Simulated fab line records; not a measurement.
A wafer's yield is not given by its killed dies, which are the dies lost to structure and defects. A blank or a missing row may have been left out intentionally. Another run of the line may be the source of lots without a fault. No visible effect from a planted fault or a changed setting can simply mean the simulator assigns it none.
Split-lot study / flow n5 finfet / route with 1938 steps; 7 lots, 21 wafers read

== ABOUT THE SPLIT ==
At N5_BEOL_M2_ALD_98 (deposits SiO2, target thk 2.5 nm, pulse time 1 s, co reactant pulse time 1 s), the setting ald cycles was moved away from the recipe's 17 on 10 of the 21 wafers read, by -17.6% to +5.9%. All remaining wafers had this setting at the recipe value.

The reading comes from the split's own step.

== THE READING ==
SiO2_of_BEOL_M2_ALD_98.thk nm (the simulator's own value, which no gauge read), in nm, at N5_BEOL_M2_ALD_98 (deposits SiO2, target thk 2.5 nm, pulse time 1 s, co reactant pulse time 1 s). The file gives no usual value for it. Average 2.5 nm, standard deviation 0.096 nm, over the 11 wafers here run with the recipe.

wafer=L075.1; tool, chamber at the split=ald sin-02, 3,1; ald cycles as run=15; against the recipe=-11.8%; SiO2_of_BEOL_M2_ALD_98.thk nm, nm=2.2; against lot-mates on the recipe=-0.2
wafer=L075.3; tool, chamber at the split=ald sin-02, 3,1; ald cycles as run=15; against the recipe=-11.8%; SiO2_of_BEOL_M2_ALD_98.thk nm, nm=2.2; against lot-mates on the recipe=-0.2
wafer=L075.6; tool, chamber at the split=ald sin-02, 0; ald cycles as run=17; against the recipe=recipe; SiO2_of_BEOL_M2_ALD_98.thk nm, nm=2.4; against lot-mates on the recipe=-
wafer=L076.4; tool, chamber at the split=ald sin-02, 0,0,3; ald cycles as run=16; against the recipe=-5.9%; SiO2_of_BEOL_M2_ALD_98.thk nm, nm=2.4; against lot-mates on the recipe=no lot-mate on the recipe
wafer=L076.5; tool, chamber at the split=ald sin-02, 0,0,3; ald cycles as run=16; against the recipe=-5.9%; SiO2_of_BEOL_M2_ALD_98.thk nm, nm=2.4; against lot-mates on the recipe=no lot-mate on the recipe
wafer=L076.6; tool, chamber at the split=ald sin-02, 0,0,3; ald cycles as run=16; against the recipe=-5.9%; SiO2_of_BEOL_M2_ALD_98.thk nm, nm=2.4; against lot-mates on the recipe=no lot-mate on the recipe
wafer=L084.1; tool, chamber at the split=ald sin-04, 1; ald cycles as run=17; against the recipe=recipe; SiO2_of_BEOL_M2_ALD_98.thk nm, nm=2.4; against lot-mates on the recipe=-
wafer=L084.2; tool, chamber at the split=ald sin-04, 0; ald cycles as run=17; against the recipe=recipe; SiO2_of_BEOL_M2_ALD_98.thk nm, nm=2.6; against lot-mates on the recipe=-
wafer=L084.3; tool, chamber at the split=ald sin-04, 2; ald cycles as run=18; against the recipe=+5.9%; SiO2_of_BEOL_M2_ALD_98.thk nm, nm=2.6; against lot-mates on the recipe=+0.1
wafer=L087.1; tool, chamber at the split=ald sin-02, 2,0; ald cycles as run=17; against the recipe=recipe; SiO2_of_BEOL_M2_ALD_98.thk nm, nm=2.6; against lot-mates on the recipe=-
wafer=L087.6; tool, chamber at the split=ald sin-02, 2,0; ald cycles as run=17; against the recipe=recipe; SiO2_of_BEOL_M2_ALD_98.thk nm, nm=2.6; against lot-mates on the recipe=-
wafer=L087.2; tool, chamber at the split=ald sin-02, 1; ald cycles as run=18; against the recipe=+5.9%; SiO2_of_BEOL_M2_ALD_98.thk nm, nm=2.6; against lot-mates on the recipe=+0.0
wafer=L090.1; tool, chamber at the split=ald sin-03, 1; ald cycles as run=17; against the recipe=recipe; SiO2_of_BEOL_M2_ALD_98.thk nm, nm=2.6; against lot-mates on the recipe=-
wafer=L090.3; tool, chamber at the split=ald sin-03, 0; ald cycles as run=17; against the recipe=recipe; SiO2_of_BEOL_M2_ALD_98.thk nm, nm=2.4; against lot-mates on the recipe=-
wafer=L090.6; tool, chamber at the split=ald sin-03, 2; ald cycles as run=14; against the recipe=-17.6%; SiO2_of_BEOL_M2_ALD_98.thk nm, nm=2; against lot-mates on the recipe=-0.5
wafer=L092.2; tool, chamber at the split=ald sin-02, 3,1; ald cycles as run=15; against the recipe=-11.8%; SiO2_of_BEOL_M2_ALD_98.thk nm, nm=2.2; against lot-mates on the recipe=-0.4
wafer=L092.3; tool, chamber at the split=ald sin-02, 3,1; ald cycles as run=15; against the recipe=-11.8%; SiO2_of_BEOL_M2_ALD_98.thk nm, nm=2.2; against lot-mates on the recipe=-0.4
wafer=L092.6; tool, chamber at the split=ald sin-02, 1; ald cycles as run=17; against the recipe=recipe; SiO2_of_BEOL_M2_ALD_98.thk nm, nm=2.6; against lot-mates on the recipe=-
wafer=L097.1; tool, chamber at the split=ald sin-03, 3; ald cycles as run=17; against the recipe=recipe; SiO2_of_BEOL_M2_ALD_98.thk nm, nm=2.6; against lot-mates on the recipe=-
wafer=L097.5; tool, chamber at the split=ald sin-03, 3; ald cycles as run=17; against the recipe=recipe; SiO2_of_BEOL_M2_ALD_98.thk nm, nm=2.6; against lot-mates on the recipe=-
wafer=L097.6; tool, chamber at the split=ald sin-03, 0; ald cycles as run=17; against the recipe=recipe; SiO2_of_BEOL_M2_ALD_98.thk nm, nm=2.4; against lot-mates on the recipe=-
If several chambers appear in one row, that row covers several wafers at once and the file leaves open which wafer was in which chamber.

FIT RESULTS
A straight line over all 21 wafers: SiO2_of_BEOL_M2_ALD_98.thk nm changes by +0.026 nm for each +1% of ald cycles; r = +0.90; the points scatter about the line by 0.08 nm.
The same after taking each lot's own level away (the mean of its wafers on the recipe; 18 wafers): +0.0242 nm for each +1%; r = +0.88; scatter 0.09 nm.
According to that fit, moving ald cycles by its largest amount changes the reading by 0.43 nm.
The lots' own levels span 2.40 to 2.60 nm, that is 2.1 times the standard deviation above.
So the lot-to-lot level changes the slope little: the two slopes agree.
Check: with one of the wafers moved furthest among these (-17.6%) left out of the fit, the line predicts -0.417 nm for it against its lot-mates. Against them it came out at -0.5 nm.

== THE OTHER SPLITS THESE WAFERS WENT THROUGH ==
These wafers also went through other splits before the reading. Each is held against what the fit with the lots' levels taken away leaves over:
other split on the same wafers=N5_BEOL_M1_COAT_62 spin rpm; wafers away from the commonest value=5; r with SiO2_of_BEOL_M2_ALD_98.thk nm (lot level and that fit taken away)=+0.28
other split on the same wafers=N5_BEOL_M1_ETCH_70 time s; wafers away from the commonest value=5; r with SiO2_of_BEOL_M2_ALD_98.thk nm (lot level and that fit taken away)=-0.05
other split on the same wafers=N5_BEOL_M1_TRENCH_ETCH_37 time s; wafers away from the commonest value=6; r with SiO2_of_BEOL_M2_ALD_98.thk nm (lot level and that fit taken away)=-0.25

== THE FILE'S OWN FIT ==
SiO2_of_BEOL_M2_ALD_98.thk nm changes by +0.0251 nm for each +1% of ald cycles, r = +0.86.
